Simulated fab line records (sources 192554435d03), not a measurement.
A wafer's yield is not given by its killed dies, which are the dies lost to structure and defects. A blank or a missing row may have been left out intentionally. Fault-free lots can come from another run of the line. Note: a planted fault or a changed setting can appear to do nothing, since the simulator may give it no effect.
Which of the tools did it? | flow n5 finfet | Sampling: 22 lots, 66 wafers, 6 of 1938 route steps

## WHAT THE GAUGES READ, wafer by wafer
The record holds no reading of a measuring or inspecting step that can be judged against a usual standard deviation.

## TOOL THAT RAN EACH LOT (tool first, then ch and the chambers of the sampled wafers, then the start)
lot  | N5_BEOL_M2_TRENCH_ETCH_37                     | N5_BEOL_M2_ETCH_41                            | N5_BEOL_M2_ANNEAL_80         | N5_BEOL_M2_ANNEAL_82         | N5_BEOL_M3_ETCH_63                 | N5_BEOL_M3_STRIP_36
L074 | rie diel-02 ch 1,2,3, day 6 15:50 or earlier  | rie diel-02 ch 1,2,3, day 6 15:50 or earlier  | pvd sputter-03, day 6 15:50  | pvd sputter-03, day 6 16:04  | rie diel-06 ch 2,3, day 6 20:03    | rie diel-06 ch 0,3, day 7 05:29
L075 | rie diel-04 ch 0,3, day 7 03:33 or earlier    | rie diel-04 ch 0,3, day 7 03:33 or earlier    | pvd sputter-02, day 7 03:33  | pvd sputter-02, day 7 03:46  | rie diel-01 ch 0,2, day 7 07:08    | rie diel-01 ch 0,1,3, day 7 08:56
L077 | rie diel-02 ch 0,3, day 7 07:10 or earlier    | rie diel-02 ch 0,3, day 7 07:10 or earlier    | pvd sputter-03, day 7 07:10  | pvd sputter-03, day 7 07:23  | rie diel-01 ch 0,2,3, day 7 10:37  | rie diel-01 ch 0,1,2, day 7 21:53
L076 | rie diel-02 ch 1,2, day 7 10:23 or earlier    | rie diel-02 ch 1,2, day 7 10:23 or earlier    | pvd sputter-03, day 7 10:23  | pvd sputter-03, day 7 10:36  | rie diel-01 ch 0,2, day 7 14:26    | rie diel-06 ch 0,3, day 7 21:55
L078 | rie diel-03 ch 1,3, day 8 01:52 or earlier    | rie diel-03 ch 1,3, day 8 01:52 or earlier    | pvd sputter-03, day 8 01:52  | pvd sputter-03, day 8 02:05  | rie diel-01 ch 0,1,3, day 8 07:31  | rie diel-01 ch 0,3, day 8 14:47
L079 | rie diel-03 ch 1,3, day 8 04:34 or earlier    | rie diel-03 ch 1,3, day 8 04:34 or earlier    | pvd sputter-01, day 8 04:34  | pvd sputter-01, day 8 04:47  | rie diel-05 ch 0,3, day 8 10:46    | rie diel-01 ch 1,2, day 8 17:55
L081 | rie diel-04 ch 2,3, day 8 19:38 or earlier    | rie diel-04 ch 2,3, day 8 19:38 or earlier    | pvd sputter-02, day 8 19:38  | pvd sputter-02, day 8 19:52  | rie diel-05 ch 1,2,3, day 9 00:19  | rie diel-06 ch 0,3, day 9 03:47
L082 | rie diel-02 ch 0,2,3, day 9 01:58 or earlier  | rie diel-02 ch 0,2,3, day 9 01:58 or earlier  | pvd sputter-01, day 9 01:58  | pvd sputter-01, day 9 02:11  | rie diel-01 ch 0,2,3, day 9 06:35  | rie diel-05 ch 1,2,3, day 9 09:19
L080 | rie diel-03 ch 0,3, day 9 02:05 or earlier    | rie diel-03 ch 0,3, day 9 02:05 or earlier    | pvd sputter-02, day 9 02:05  | pvd sputter-02, day 9 02:18  | rie diel-05 ch 0,2,3, day 9 06:46  | rie diel-06 ch 1,2,3, day 9 09:19
L084 | rie diel-04 ch 2,3, day 9 11:22 or earlier    | rie diel-04 ch 2,3, day 9 11:22 or earlier    | pvd sputter-03, day 9 11:22  | pvd sputter-03, day 9 11:35  | rie diel-06 ch 1,2, day 9 16:16    | rie diel-01 ch 1,3, day 10 05:44
L085 | rie diel-04 ch 1,2,3, day 9 12:55 or earlier  | rie diel-04 ch 1,2,3, day 9 12:55 or earlier  | pvd sputter-01, day 9 12:55  | pvd sputter-01, day 9 13:08  | rie diel-01 ch 2,3, day 9 16:39    | rie diel-05 ch 2,3, day 10 05:51
L086 | rie diel-02 ch 0,2,3, day 9 17:10 or earlier  | rie diel-02 ch 0,2,3, day 9 17:10 or earlier  | pvd sputter-02, day 9 17:10  | pvd sputter-02, day 9 17:23  | rie diel-05 ch 0,1,2, day 9 21:05  | rie diel-01 ch 1,2,3, day 10 03:18
L087 | rie diel-03 ch 0,1,2, day 9 23:56 or earlier  | rie diel-03 ch 0,1,2, day 9 23:56 or earlier  | pvd sputter-03, day 9 23:56  | pvd sputter-03, day 10 00:10 | rie diel-06 ch 1,2,3, day 10 03:52 | rie diel-01 ch 0,2, day 10 13:21
L088 | rie diel-02 ch 0,1,3, day 10 04:10 or earlier | rie diel-02 ch 0,1,3, day 10 04:10 or earlier | pvd sputter-01, day 10 04:10 | pvd sputter-01, day 10 04:23 | rie diel-06 ch 0,1,2, day 10 07:53 | rie diel-05 ch 1,2,3, day 10 12:53
L089 | rie diel-03 ch 1,2,3, day 10 11:04 or earlier | rie diel-03 ch 1,2,3, day 10 11:04 or earlier | pvd sputter-02, day 10 11:04 | pvd sputter-02, day 10 11:17 | rie diel-05 ch 0,1,3, day 10 15:16 | rie diel-06 ch 1,2,3, day 10 22:50
L090 | rie diel-03 ch 0,2,3, day 10 22:29 or earlier | rie diel-03 ch 0,2,3, day 10 22:29 or earlier | pvd sputter-01, day 10 22:29 | pvd sputter-01, day 10 22:43 | rie diel-05 ch 0,1,2, day 11 04:13 | rie diel-01 ch 0,2,3, day 11 06:11
L092 | rie diel-02 ch 0,1,2, day 11 04:47 or earlier | rie diel-02 ch 0,1,2, day 11 04:47 or earlier | pvd sputter-01, day 11 04:47 | pvd sputter-01, day 11 05:01 | rie diel-05 ch 0,1, day 11 12:19   | rie diel-01 ch 0,2,3, day 11 17:02
L091 | rie diel-02 ch 0,3, day 11 13:47 or earlier   | rie diel-02 ch 0,3, day 11 13:47 or earlier   | pvd sputter-03, day 11 13:47 | pvd sputter-03, day 11 14:00 | rie diel-06 ch 0,3, day 11 17:46   | rie diel-06 ch 1,3, day 11 23:51
L093 | rie diel-03 ch 1,3, day 11 15:17 or earlier   | rie diel-03 ch 1,3, day 11 15:17 or earlier   | pvd sputter-02, day 11 15:17 | pvd sputter-02, day 11 15:31 | rie diel-06 ch 2,3, day 11 19:08   | rie diel-01 ch 1,3, day 12 05:11
L094 | rie diel-04 ch 1,3, day 12 00:06 or earlier   | rie diel-04 ch 1,3, day 12 00:06 or earlier   | pvd sputter-01, day 12 00:06 | pvd sputter-01, day 12 00:19 | rie diel-05 ch 0,3, day 12 04:13   | rie diel-05 ch 0,1,2, day 12 09:57
L095 | rie diel-02 ch 1,2,3, day 12 10:55 or earlier | rie diel-02 ch 1,2,3, day 12 10:55 or earlier | pvd sputter-03, day 12 10:55 | pvd sputter-03, day 12 11:08 | rie diel-01 ch 0,1,2, day 12 18:51 | rie diel-06 ch 1,3, day 12 21:05
L097 | rie diel-03 ch 0,1,2, day 13 01:34 or earlier | rie diel-03 ch 0,1,2, day 13 01:34 or earlier | pvd sputter-02, day 13 01:34 | pvd sputter-02, day 13 01:47 | rie diel-01 ch 0,2,3, day 13 05:38 | rie diel-06 ch 0,1,2, day 13 13:27
- N5_BEOL_M2_TRENCH_ETCH_37: etches SiOC in C4F6/O2, target depth 55.555 nm, time 29.2 s.
- N5_BEOL_M2_ETCH_41: etches SiCN in CH3F/O2, target depth 29.9 nm, time 52.5 s.
- N5_BEOL_M2_ANNEAL_80: time 240 s.
- N5_BEOL_M2_ANNEAL_82: time 240 s.
- N5_BEOL_M3_ETCH_63: etches SiARC in CF4, target depth 15.6 nm, time 26 s.
- N5_BEOL_M3_STRIP_36: strips in N2/H2.

## WHAT THE TOOLS THEMSELVES READ (means of the sampled wafers that have a number; where no wafer has one, the mark that the record gives instead)
N5_BEOL_M2_TRENCH_ETCH_37. Usual: drypump motor current A 5.6 A, standard deviation 0.49; oes product au 0.81 a.u., standard deviation 0.093; rf vpp V 673 V, standard deviation 12; showerhead plenum p Torr 2.83 Torr, standard deviation 0.097; throttle valve pct 20.8 %, standard deviation 0.33.
lot  | tool        | drypump motor current A (A) | oes product au (a.u.) | rf vpp V (V) | showerhead plenum p Torr (Torr) | throttle valve pct (%) | flag
L074 | rie diel-02 | 5.6                         | 0.84                  | 669          | 2.86                            | 20.6                   |
L075 | rie diel-04 | 5.4                         | 0.69                  | 673          | 2.79                            | 20.9                   |
L077 | rie diel-02 | 5.2                         | 0.87                  | 675          | 2.93                            | 20.9                   |
L076 | rie diel-02 | 5.6                         | 0.80                  | 660          | 2.78                            | 20.6                   |
L078 | rie diel-03 | 5.2                         | 0.81                  | 676          | 2.84                            | 20.6                   |
L079 | rie diel-03 | 5.2                         | 0.81                  | 676          | 2.83                            | 20.6                   |
L081 | rie diel-04 | 5.8                         | 0.94                  | 666          | 2.79                            | 20.5                   |
L082 | rie diel-02 | 5.2                         | 0.81                  | 669          | 2.83                            | 20.9                   |
L080 | rie diel-03 | 5.8                         | 0.85                  | 676          | 2.85                            | 21.0                   |
L084 | rie diel-04 | 5.5                         | 0.93                  | 665          | 2.79                            | 20.5                   |
L085 | rie diel-04 | 5.7                         | 0.86                  | 673          | 2.84                            | 20.8                   |
L086 | rie diel-02 | 5.2                         | 0.80                  | 667          | 2.83                            | 20.9                   |
L087 | rie diel-03 | 5.8                         | 0.80                  | 689          | 2.78                            | 20.8                   |
L088 | rie diel-02 | 5.6                         | 0.84                  | 669          | 2.83                            | 20.8                   |
L089 | rie diel-03 | 5.5                         | 0.74                  | 679          | 2.84                            | 20.7                   |
L090 | rie diel-03 | 5.7                         | 0.75                  | 680          | 2.84                            | 20.9                   |
L092 | rie diel-02 | 5.5                         | 0.81                  | 662          | 2.74                            | 20.8                   |
L091 | rie diel-02 | 5.2                         | 0.81                  | 675          | 2.91                            | 20.9                   |
L093 | rie diel-03 | 5.2                         | 0.75                  | 667          | 2.88                            | 20.8                   |
L094 | rie diel-04 | 6.1                         | 0.75                  | 677          | 2.88                            | 21.0                   |
L095 | rie diel-02 | 5.6                         | 0.85                  | 668          | 2.84                            | 20.6                   |
L097 | rie diel-03 | 5.8                         | 0.86                  | 687          | 2.77                            | 20.7                   |

N5_BEOL_M2_ETCH_41. Usual: CH3F_flow_sccm 30.00 sccm, standard deviation 0.084; drypump motor current A 5.6 A, standard deviation 0.49; oes product au 0.81 a.u., standard deviation 0.094; rf vpp V 297.0 V, standard deviation 1.6; showerhead plenum p Torr 1.99 Torr, standard deviation 0.071; throttle valve pct 16.3 %, standard deviation 0.31.
lot  | tool        | CH3F_flow_sccm (sccm) | drypump motor current A (A) | oes product au (a.u.) | rf vpp V (V) | showerhead plenum p Torr (Torr) | throttle valve pct (%) | flag
L074 | rie diel-02 | 30.11                 | 5.6                         | 0.85                  | 297.8        | 2.02                            | 16.1                   |
L075 | rie diel-04 | 30.06                 | 5.3                         | 0.69                  | 296.9        | 1.96                            | 16.5                   |
L077 | rie diel-02 | 29.96                 | 5.2                         | 0.88                  | 298.3        | 2.05                            | 16.3                   |
L076 | rie diel-02 | 29.97                 | 5.5                         | 0.80                  | 296.2        | 1.95                            | 16.1                   |
L078 | rie diel-03 | 30.09                 | 5.2                         | 0.81                  | 296.5        | 2.00                            | 16.1                   |
L079 | rie diel-03 | 29.96                 | 5.2                         | 0.81                  | 297.7        | 1.99                            | 16.1                   |
L081 | rie diel-04 | 30.05                 | 5.8                         | 0.94                  | 297.3        | 1.96                            | 16.0                   |
L082 | rie diel-02 | 29.97                 | 5.2                         | 0.82                  | 297.9        | 1.99                            | 16.3                   |
L080 | rie diel-03 | 29.87                 | 5.8                         | 0.85                  | 296.9        | 2.00                            | 16.5                   |
L084 | rie diel-04 | 29.96                 | 5.4                         | 0.92                  | 296.9        | 1.96                            | 16.0                   |
L085 | rie diel-04 | 29.97                 | 5.7                         | 0.85                  | 296.9        | 1.99                            | 16.2                   |
L086 | rie diel-02 | 30.04                 | 5.2                         | 0.81                  | 296.2        | 1.99                            | 16.3                   |
L087 | rie diel-03 | 29.97                 | 5.8                         | 0.80                  | 297.0        | 1.95                            | 16.3                   |
L088 | rie diel-02 | 29.99                 | 5.6                         | 0.84                  | 297.4        | 1.99                            | 16.2                   |
L089 | rie diel-03 | 30.02                 | 5.4                         | 0.74                  | 296.3        | 1.99                            | 16.3                   |
L090 | rie diel-03 | 29.96                 | 5.7                         | 0.76                  | 297.0        | 2.00                            | 16.4                   |
L092 | rie diel-02 | 30.05                 | 5.6                         | 0.80                  | 297.0        | 1.92                            | 16.3                   |
L091 | rie diel-02 | 30.01                 | 5.2                         | 0.82                  | 297.5        | 2.04                            | 16.4                   |
L093 | rie diel-03 | 29.98                 | 5.2                         | 0.74                  | 298.5        | 2.03                            | 16.3                   |
L094 | rie diel-04 | 29.94                 | 6.1                         | 0.76                  | 297.4        | 2.02                            | 16.5                   |
L095 | rie diel-02 | 30.01                 | 5.6                         | 0.86                  | 296.4        | 2.00                            | 16.0                   |
L097 | rie diel-03 | 29.97                 | 5.8                         | 0.85                  | 296.4        | 1.95                            | 16.2                   |

N5_BEOL_M2_ANNEAL_80. Usual: 827 W for heater power w, sd 110.
lot  | tool           | heater power w (W) | flag
L074 | pvd sputter-03 | 833                |
L075 | pvd sputter-02 | 829                |
L077 | pvd sputter-03 | 934                |
L076 | pvd sputter-03 | 990                |
L078 | pvd sputter-03 | 997                |
L079 | pvd sputter-01 | 686                |
L081 | pvd sputter-02 | 753                |
L082 | pvd sputter-01 | 721                |
L080 | pvd sputter-02 | 918                |
L084 | pvd sputter-03 | 809                |
L085 | pvd sputter-01 | 755                |
L086 | pvd sputter-02 | 835                |
L087 | pvd sputter-03 | 935                |
L088 | pvd sputter-01 | 726                |
L089 | pvd sputter-02 | 911                |
L090 | pvd sputter-01 | 728                |
L092 | pvd sputter-01 | 734                |
L091 | pvd sputter-03 | 830                |
L093 | pvd sputter-02 | 893                |
L094 | pvd sputter-01 | 724                |
L095 | pvd sputter-03 | 763                |
L097 | pvd sputter-02 | 825                |

N5_BEOL_M2_ANNEAL_82. Usual: 826 W for heater power w, sd 120.
lot  | tool           | heater power w (W) | flag
L074 | pvd sputter-03 | 818                |
L075 | pvd sputter-02 | 824                |
L077 | pvd sputter-03 | 939                |
L076 | pvd sputter-03 | 991                |
L078 | pvd sputter-03 | 984                |
L079 | pvd sputter-01 | 686                |
L081 | pvd sputter-02 | 749                |
L082 | pvd sputter-01 | 726                |
L080 | pvd sputter-02 | 923                |
L084 | pvd sputter-03 | 826                |
L085 | pvd sputter-01 | 757                |
L086 | pvd sputter-02 | 848                |
L087 | pvd sputter-03 | 930                |
L088 | pvd sputter-01 | 728                |
L089 | pvd sputter-02 | 921                |
L090 | pvd sputter-01 | 728                |
L092 | pvd sputter-01 | 727                |
L091 | pvd sputter-03 | 816                |
L093 | pvd sputter-02 | 903                |
L094 | pvd sputter-01 | 726                |
L095 | pvd sputter-03 | 760                |
L097 | pvd sputter-02 | 826                |

N5_BEOL_M3_ETCH_63. Usual: cf4 flow sccm 100.0 sccm, standard deviation 0.33; drypump motor current A 5.63 A, standard deviation 0.3; etch rf on time s 25.9 s, standard deviation 0.53; oes product au 0.68 a.u., standard deviation 0.079; rf vpp V 184.1 V, standard deviation 0.92; showerhead plenum p Torr 2.16 Torr, standard deviation 0.045; throttle valve pct 15.60 %, standard deviation 0.2.
lot  | tool        | cf4 flow sccm (sccm) | drypump motor current A (A) | etch rf on time s (s) | oes product au (a.u.) | rf vpp V (V) | showerhead plenum p Torr (Torr) | throttle valve pct (%) | flag
L074 | rie diel-06 | 99.9                 | 5.38                        | 25.6                  | 0.70                  | 183.5        | 2.10                            | 15.59                  |
L075 | rie diel-01 | 100.1                | 5.82                        | 26.0                  | 0.74                  | 183.9        | 2.17                            | 15.51                  |
L077 | rie diel-01 | 99.8                 | 5.71                        | 26.0                  | 0.68                  | 184.9        | 2.18                            | 15.51                  |
L076 | rie diel-01 | 100.1                | 5.81                        | 26.1                  | 0.73                  | 184.3        | 2.17                            | 15.52                  |
L078 | rie diel-01 | 100.0                | 5.93                        | 26.1                  | 0.67                  | 184.7        | 2.20                            | 15.65                  |
L079 | rie diel-05 | 100.4                | 5.71                        | 25.5                  | 0.62                  | 183.0        | 2.16                            | 15.78                  |
L081 | rie diel-05 | 100.1                | 5.47                        | 25.5                  | 0.68                  | 184.5        | 2.15                            | 15.60                  |
L082 | rie diel-01 | 100.1                | 5.71                        | 25.9                  | 0.65                  | 184.4        | 2.17                            | 15.53                  |
L080 | rie diel-05 | 99.7                 | 5.71                        | 25.6                  | 0.66                  | 184.0        | 2.17                            | 15.67                  |
L084 | rie diel-06 | 100.4                | 5.37                        | 26.3                  | 0.74                  | 184.1        | 2.18                            | 15.46                  |
L085 | rie diel-01 | 100.1                | 5.60                        | 25.7                  | 0.61                  | 183.8        | 2.18                            | 15.53                  |
L086 | rie diel-05 | 100.0                | 5.61                        | 25.5                  | 0.68                  | 184.3        | 2.18                            | 15.49                  |
L087 | rie diel-06 | 99.9                 | 5.39                        | 26.3                  | 0.70                  | 182.6        | 2.13                            | 15.56                  |
L088 | rie diel-06 | 99.9                 | 5.56                        | 26.7                  | 0.66                  | 184.1        | 2.18                            | 15.60                  |
L089 | rie diel-05 | 100.2                | 5.60                        | 25.7                  | 0.64                  | 184.2        | 2.16                            | 15.62                  |
L090 | rie diel-05 | 99.9                 | 5.63                        | 25.6                  | 0.67                  | 184.8        | 2.18                            | 15.51                  |
L092 | rie diel-05 | 99.8                 | 5.50                        | 25.4                  | 0.67                  | 184.8        | 2.17                            | 15.43                  |
L091 | rie diel-06 | 99.7                 | 5.66                        | 26.4                  | 0.64                  | 183.9        | 2.17                            | 15.69                  |
L093 | rie diel-06 | 100.1                | 5.38                        | 25.5                  | 0.66                  | 183.1        | 2.09                            | 15.67                  |
L094 | rie diel-05 | 100.2                | 5.70                        | 26.4                  | 0.60                  | 184.3        | 2.15                            | 15.83                  |
L095 | rie diel-01 | 100.4                | 5.77                        | 25.9                  | 0.79                  | 184.3        | 2.16                            | 15.46                  |
L097 | rie diel-01 | 99.8                 | 5.70                        | 25.9                  | 0.72                  | 184.2        | 2.16                            | 15.45                  |

N5_BEOL_M3_STRIP_36. Usual: drypump motor current A 5.66 A, standard deviation 0.3; oes product au 0.77 a.u., standard deviation 0.086; rf vpp V 59.2 V, standard deviation 1.4; showerhead plenum p Torr 2.57 Torr, standard deviation 0.056; throttle valve pct 23.7 %, standard deviation 0.32.
lot  | tool        | drypump motor current A (A) | oes product au (a.u.) | rf vpp V (V) | showerhead plenum p Torr (Torr) | throttle valve pct (%) | flag
L074 | rie diel-06 | 5.52                        | 0.82                  | 59.0         | 2.54                            | 23.9                   |
L075 | rie diel-01 | 5.93                        | 0.80                  | 58.1         | 2.62                            | 23.9                   |
L077 | rie diel-01 | 5.78                        | 0.76                  | 59.2         | 2.58                            | 23.9                   |
L076 | rie diel-06 | 5.47                        | 0.81                  | 59.4         | 2.53                            | 23.9                   |
L078 | rie diel-01 | 5.86                        | 0.80                  | 57.7         | 2.62                            | 23.6                   |
L079 | rie diel-01 | 5.52                        | 0.67                  | 60.2         | 2.55                            | 23.8                   |
L081 | rie diel-06 | 5.65                        | 0.76                  | 58.8         | 2.58                            | 23.9                   |
L082 | rie diel-05 | 5.48                        | 0.77                  | 59.4         | 2.55                            | 23.7                   |
L080 | rie diel-06 | 5.37                        | 0.85                  | 59.0         | 2.53                            | 23.5                   |
L084 | rie diel-01 | 5.82                        | 0.71                  | 60.9         | 2.62                            | 23.7                   |
L085 | rie diel-05 | 5.55                        | 0.78                  | 59.4         | 2.56                            | 23.8                   |
L086 | rie diel-01 | 5.68                        | 0.69                  | 58.7         | 2.58                            | 23.8                   |
L087 | rie diel-01 | 5.84                        | 0.79                  | 58.8         | 2.57                            | 23.9                   |
L088 | rie diel-05 | 5.47                        | 0.76                  | 60.4         | 2.55                            | 23.7                   |
L089 | rie diel-06 | 5.38                        | 0.81                  | 58.4         | 2.53                            | 23.5                   |
L090 | rie diel-01 | 5.71                        | 0.75                  | 59.5         | 2.57                            | 23.7                   |
L092 | rie diel-01 | 5.70                        | 0.74                  | 59.8         | 2.57                            | 23.7                   |
L091 | rie diel-06 | 5.31                        | 0.84                  | 58.6         | 2.51                            | 23.7                   |
L093 | rie diel-01 | 5.81                        | 0.80                  | 59.1         | 2.61                            | 23.6                   |
L094 | rie diel-05 | 5.62                        | 0.77                  | 58.5         | 2.59                            | 23.8                   |
L095 | rie diel-06 | 5.29                        | 0.87                  | 58.4         | 2.54                            | 23.3                   |
L097 | rie diel-06 | 5.55                        | 0.76                  | 60.1         | 2.57                            | 23.5                   |

## THE ANSWER, worked out from the rows above alone
Rule: a lot is off if the mean of its wafers that have a number lies more than 3 standard deviations from the usual mean. A lot without any number at a reading at which 4 lots or more have one is off too. Where the step has rows for the other lots, those lots are counted as sound. The gauges are gone through in route order, then the tools' own readings, and for those a lot's mean is taken as printed above. The first step at which some lot is off is used, and at that step the reading that is off furthest; a lot without a number counts as furthest.
No lot is off on any of the readings shown, so nothing can be concluded from this.

## WHAT THE SIMULATOR PUT IN
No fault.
